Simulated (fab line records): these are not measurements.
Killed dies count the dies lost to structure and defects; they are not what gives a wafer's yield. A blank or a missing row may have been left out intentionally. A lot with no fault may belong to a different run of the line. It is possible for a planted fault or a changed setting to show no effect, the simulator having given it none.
Split-lot trial    flow n5Finfet    21 wafers read across 7 lots, on a route 1938 steps long

## SPLIT DETAILS
At N5_BEOL_M4_EXPOSE_08 (exposes mask M4), the setting doseMj was moved away from the recipe's 41.25 on 5 of the 21 wafers read, by +3.4% to +4.7%. The other wafers ran this setting at the recipe's value.

## FROM THE SPLIT TO THE READING: what the file shows between them, 2 steps
- N5_BEOL_M4_PEB_09: peb time 60 s
- N5_BEOL_M4_DEVELOP_10: develop time 30 s

## THE READING
Shown in nm: cdNm at N5_BEOL_M4_CD_MEAS_11, with target cd 16.79 nm. Typical for fault-free wafers on this fab line: 16.75 nm, with standard deviation 0.26 nm.

wafer   tool, chamber at the split  doseMj as run  against the recipe  cdNm, nm  against lot-mates on the recipe
L074.4  euvScanner-02, 0            43.19          +4.7%               17.88     +0.92
L074.5  euvScanner-02, 0            43.19          +4.7%               17.89     +0.93
L074.6  euvScanner-02, 0            41.25          recipe              16.96     -
L075.2  euvScanner-02, 0            41.25          recipe              16.96     -
L075.3  euvScanner-02, 0            41.25          recipe              16.80     -
L075.6  euvScanner-02, 0            41.25          recipe              16.99     -
L078.2  euvScanner-02, 0            41.25          recipe              16.67     -
L078.4  euvScanner-02, 0            41.25          recipe              16.54     -
L078.6  euvScanner-02, 0            41.25          recipe              16.74     -
L080.1  euvScanner-02, 0            42.75          +3.6%               17.71     +1.08
L080.4  euvScanner-02, 0            42.75          +3.6%               17.54     +0.91
L080.5  euvScanner-02, 0            41.25          recipe              16.63     -
L084.3  euvScanner-02, 0            41.25          recipe              17.06     -
L084.4  euvScanner-02, 0            41.25          recipe              16.66     -
L084.5  euvScanner-02, 0            41.25          recipe              16.53     -
L088.1  euvScanner-02, 0            41.25          recipe              16.80     -
L088.3  euvScanner-02, 0            42.67          +3.4%               17.28     +0.47
L088.4  euvScanner-02, 0            41.25          recipe              16.82     -
L096.1  euvScanner-02, 0            41.25          recipe              16.50     -
L096.2  euvScanner-02, 0            41.25          recipe              16.45     -
L096.6  euvScanner-02, 0            41.25          recipe              16.04     -

FIT RESULTS
A straight line over all 21 wafers: cdNm changes by +0.242 nm for each +1% of doseMj; r = +0.88; the points scatter about the line by 0.24 nm.
The same after taking each lot's own level away (the mean of its wafers on the recipe; 21 wafers): +0.212 nm for each +1%; r = +0.92; scatter 0.16 nm.
The reading moves by 1 nm for the largest change in doseMj, on that fit.
The lots' own levels span 16.330 to 16.960 nm, that is 2.4 times the standard deviation above.
Hence the slope depends on the lot-to-lot level, as the two fits are not the same.
Check: for one of the wafers moved furthest among these (+4.7%), held out of the fit, the line's prediction against its lot-mates is +1.03 nm. Against them it came out at +0.92 nm.

## THE WHOLE CHAIN: every reading that the file lists as answering this split, in the file's order
step                   what it does                                                             reading                                                              change (the file's fit)                r (the file's)
N5_BEOL_M4_CD_MEAS_11  target cd 16.79 nm                                                       cdNm                                                                 +0.202 nm for each +1% of the setting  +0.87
N5_BEOL_M4_ETCH_74     etches underlayer in N2/H2, target depth 6.5 nm, time 5.2 s              BEOL_M4.cdOffsetNm (the simulator's own value, which no gauge read)  +0.145 nm for each +1% of the setting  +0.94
N5_BEOL_M4_ETCH_63     etches SiARC in CF4, target depth 15.6 nm, time 26 s                     BEOL_M4.cdOffsetNm (the simulator's own value, which no gauge read)  +0.187 nm for each +1% of the setting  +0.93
N5_BEOL_M4_ETCH_64     etches SOC in N2/H2, target depth 75 nm, overetch 22.5 nm, time 121.9 s  BEOL_M4.cdOffsetNm (the simulator's own value, which no gauge read)  +0.212 nm for each +1% of the setting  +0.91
N5_BEOL_M4_HM_OPEN_17  chemistry Cl2/BCl3, target TiN, target depth 20 nm, overetch 6 nm        BEOL_M4.cdOffsetNm (the simulator's own value, which no gauge read)  +0.205 nm for each +1% of the setting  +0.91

## FILE'S OWN FIT
cdNm changes by +0.202 nm for each +1% of doseMj, r = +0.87.
